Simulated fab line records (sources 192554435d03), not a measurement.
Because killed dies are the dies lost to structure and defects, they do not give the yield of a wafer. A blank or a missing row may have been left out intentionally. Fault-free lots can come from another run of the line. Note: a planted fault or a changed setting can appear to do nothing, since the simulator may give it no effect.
Split-lot study || flow n5_finfet || route with 1938 steps; 7 lots, 21 wafers read

THE SPLIT ITSELF
At N5_BEOL_M4_COAT_05 (resist thk 30 nm), the setting spin_rpm was moved away from the recipe's 1500 rpm on 4 of the 21 wafers read, by -4.3% to +10.5%. For the rest of the wafers, this setting stayed at what the recipe calls for.

FROM THE SPLIT TO THE READING: what the file shows between them, 4 steps
- N5_BEOL_M4_EBR_07
- N5_BEOL_M4_SOFTBAKE_06: time 60 s
- N5_BEOL_M4_DESCUM_16: chemistry O2, time 7 s
- N5_BEOL_M4_ETCH_74: etches underlayer in N2/H2, target depth 6.5 nm, time 5.2 s

THE READING
CAR-EUV_of_BEOL_M4_COAT_05.thk_nm (the simulator's own value, which no gauge read), in nm, at N5_BEOL_M4_ETCH_63 (etches SiARC in CF4, target depth 15.6 nm, time 26 s). The file gives no usual value for it. The 17 wafers here that ran the recipe average 11.2 nm, standard deviation 0.085 nm.

{"wafer": "L075.2", "tool, chamber at the split": "litho_track-02, 0", "spin_rpm as run, rpm": 1500, "against the recipe": "recipe", "CAR-EUV_of_BEOL_M4_COAT_05.thk_nm, nm": 11, "against lot-mates on the recipe": "-"}
{"wafer": "L075.3", "tool, chamber at the split": "litho_track-02, 0", "spin_rpm as run, rpm": 1500, "against the recipe": "recipe", "CAR-EUV_of_BEOL_M4_COAT_05.thk_nm, nm": 11.2, "against lot-mates on the recipe": "-"}
{"wafer": "L075.4", "tool, chamber at the split": "litho_track-02, 0", "spin_rpm as run, rpm": 1500, "against the recipe": "recipe", "CAR-EUV_of_BEOL_M4_COAT_05.thk_nm, nm": 11.2, "against lot-mates on the recipe": "-"}
{"wafer": "L077.4", "tool, chamber at the split": "litho_track-02, 0", "spin_rpm as run, rpm": 1436, "against the recipe": "-4.3%", "CAR-EUV_of_BEOL_M4_COAT_05.thk_nm, nm": 11.8, "against lot-mates on the recipe": "+0.6"}
{"wafer": "L077.5", "tool, chamber at the split": "litho_track-02, 0", "spin_rpm as run, rpm": 1500, "against the recipe": "recipe", "CAR-EUV_of_BEOL_M4_COAT_05.thk_nm, nm": 11.2, "against lot-mates on the recipe": "-"}
{"wafer": "L077.6", "tool, chamber at the split": "litho_track-02, 0", "spin_rpm as run, rpm": 1500, "against the recipe": "recipe", "CAR-EUV_of_BEOL_M4_COAT_05.thk_nm, nm": 11.2, "against lot-mates on the recipe": "-"}
{"wafer": "L079.4", "tool, chamber at the split": "litho_track-02, 0", "spin_rpm as run, rpm": 1500, "against the recipe": "recipe", "CAR-EUV_of_BEOL_M4_COAT_05.thk_nm, nm": 11.2, "against lot-mates on the recipe": "-"}
{"wafer": "L079.5", "tool, chamber at the split": "litho_track-02, 0", "spin_rpm as run, rpm": 1500, "against the recipe": "recipe", "CAR-EUV_of_BEOL_M4_COAT_05.thk_nm, nm": 11.2, "against lot-mates on the recipe": "-"}
{"wafer": "L079.6", "tool, chamber at the split": "litho_track-02, 0", "spin_rpm as run, rpm": 1658, "against the recipe": "+10.5%", "CAR-EUV_of_BEOL_M4_COAT_05.thk_nm, nm": 9.6, "against lot-mates on the recipe": -1.6}
{"wafer": "L085.2", "tool, chamber at the split": "litho_track-05, 0", "spin_rpm as run, rpm": 1500, "against the recipe": "recipe", "CAR-EUV_of_BEOL_M4_COAT_05.thk_nm, nm": 11, "against lot-mates on the recipe": "-"}
{"wafer": "L085.4", "tool, chamber at the split": "litho_track-05, 0", "spin_rpm as run, rpm": 1500, "against the recipe": "recipe", "CAR-EUV_of_BEOL_M4_COAT_05.thk_nm, nm": 11.2, "against lot-mates on the recipe": "-"}
{"wafer": "L085.6", "tool, chamber at the split": "litho_track-05, 0", "spin_rpm as run, rpm": 1500, "against the recipe": "recipe", "CAR-EUV_of_BEOL_M4_COAT_05.thk_nm, nm": 11.2, "against lot-mates on the recipe": "-"}
{"wafer": "L086.2", "tool, chamber at the split": "litho_track-02, 0", "spin_rpm as run, rpm": 1500, "against the recipe": "recipe", "CAR-EUV_of_BEOL_M4_COAT_05.thk_nm, nm": 11, "against lot-mates on the recipe": "-"}
{"wafer": "L086.4", "tool, chamber at the split": "litho_track-02, 0", "spin_rpm as run, rpm": 1500, "against the recipe": "recipe", "CAR-EUV_of_BEOL_M4_COAT_05.thk_nm, nm": 11.2, "against lot-mates on the recipe": "-"}
{"wafer": "L086.5", "tool, chamber at the split": "litho_track-02, 0", "spin_rpm as run, rpm": 1500, "against the recipe": "recipe", "CAR-EUV_of_BEOL_M4_COAT_05.thk_nm, nm": 11.2, "against lot-mates on the recipe": "-"}
{"wafer": "L088.2", "tool, chamber at the split": "litho_track-01, 0", "spin_rpm as run, rpm": 1441, "against the recipe": "-3.9%", "CAR-EUV_of_BEOL_M4_COAT_05.thk_nm, nm": 11.8, "against lot-mates on the recipe": "+0.7"}
{"wafer": "L088.5", "tool, chamber at the split": "litho_track-01, 0", "spin_rpm as run, rpm": 1500, "against the recipe": "recipe", "CAR-EUV_of_BEOL_M4_COAT_05.thk_nm, nm": 11, "against lot-mates on the recipe": "-"}
{"wafer": "L088.6", "tool, chamber at the split": "litho_track-01, 0", "spin_rpm as run, rpm": 1500, "against the recipe": "recipe", "CAR-EUV_of_BEOL_M4_COAT_05.thk_nm, nm": 11.2, "against lot-mates on the recipe": "-"}
{"wafer": "L097.1", "tool, chamber at the split": "litho_track-05, 0", "spin_rpm as run, rpm": 1500, "against the recipe": "recipe", "CAR-EUV_of_BEOL_M4_COAT_05.thk_nm, nm": 11.2, "against lot-mates on the recipe": "-"}
{"wafer": "L097.6", "tool, chamber at the split": "litho_track-05, 0", "spin_rpm as run, rpm": 1500, "against the recipe": "recipe", "CAR-EUV_of_BEOL_M4_COAT_05.thk_nm, nm": 11.2, "against lot-mates on the recipe": "-"}
{"wafer": "L097.3", "tool, chamber at the split": "litho_track-05, 0", "spin_rpm as run, rpm": 1654, "against the recipe": "+10.3%", "CAR-EUV_of_BEOL_M4_COAT_05.thk_nm, nm": 9.8, "against lot-mates on the recipe": -1.4}

THE FIT
A straight line over all 21 wafers: CAR-EUV_of_BEOL_M4_COAT_05.thk_nm changes by -0.143 nm for each +1% of spin_rpm; r = -0.99; the points scatter about the line by 0.087 nm.
The same after taking each lot's own level away (the mean of its wafers on the recipe; 21 wafers): -0.146 nm for each +1%; r = -0.99; scatter 0.082 nm.
On that fit, the largest move of spin_rpm shifts the reading by 1.5 nm.
From 11.10 to 11.20 nm: that is the span of the lots' own levels, equal to 1.2 times the standard deviation above.
The two slopes are in agreement: the lot-to-lot level therefore moves the slope only a little.
Check: -1.48 nm against its lot-mates is what the line predicts for one of the wafers moved furthest among these (+10.5%) when that wafer is left out of the fit. It came out at -1.6 nm against them.

THE OTHER SPLITS THESE WAFERS WENT THROUGH
Other splits were also applied to these wafers ahead of the reading. Each is held against what the fit with the lots' levels taken away leaves over:
{"other split on the same wafers": "N5_BEOL_M1_TRENCH_ETCH_37 time_s", "wafers away from the commonest value": 10, "r with CAR-EUV_of_BEOL_M4_COAT_05.thk_nm (lot level and that fit taken away)": "+0.21"}
{"other split on the same wafers": "N5_BEOL_M3_COAT_05 spin_rpm", "wafers away from the commonest value": 4, "r with CAR-EUV_of_BEOL_M4_COAT_05.thk_nm (lot level and that fit taken away)": "+0.18"}

THE WHOLE CHAIN: every reading that the file lists as answering this split, in the file's order
{"step": "N5_BEOL_M4_COAT_05", "what it does": "resist thk 30 nm", "reading": "CAR-EUV_of_BEOL_M4_COAT_05.thk_nm (the simulator's own value, which no gauge read)", "change (the file's fit)": "-0.135 nm for each +1% of the setting", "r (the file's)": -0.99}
{"step": "N5_BEOL_M4_ETCH_63", "what it does": "etches SiARC in CF4, target depth 15.6 nm, time 26 s", "reading": "CAR-EUV_of_BEOL_M4_COAT_05.thk_nm (the simulator's own value, which no gauge read)", "change (the file's fit)": "-0.146 nm for each +1% of the setting", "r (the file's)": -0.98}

FILE'S OWN FIT
CAR-EUV_of_BEOL_M4_COAT_05.thk_nm changes by -0.146 nm for each +1% of spin_rpm, r = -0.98.
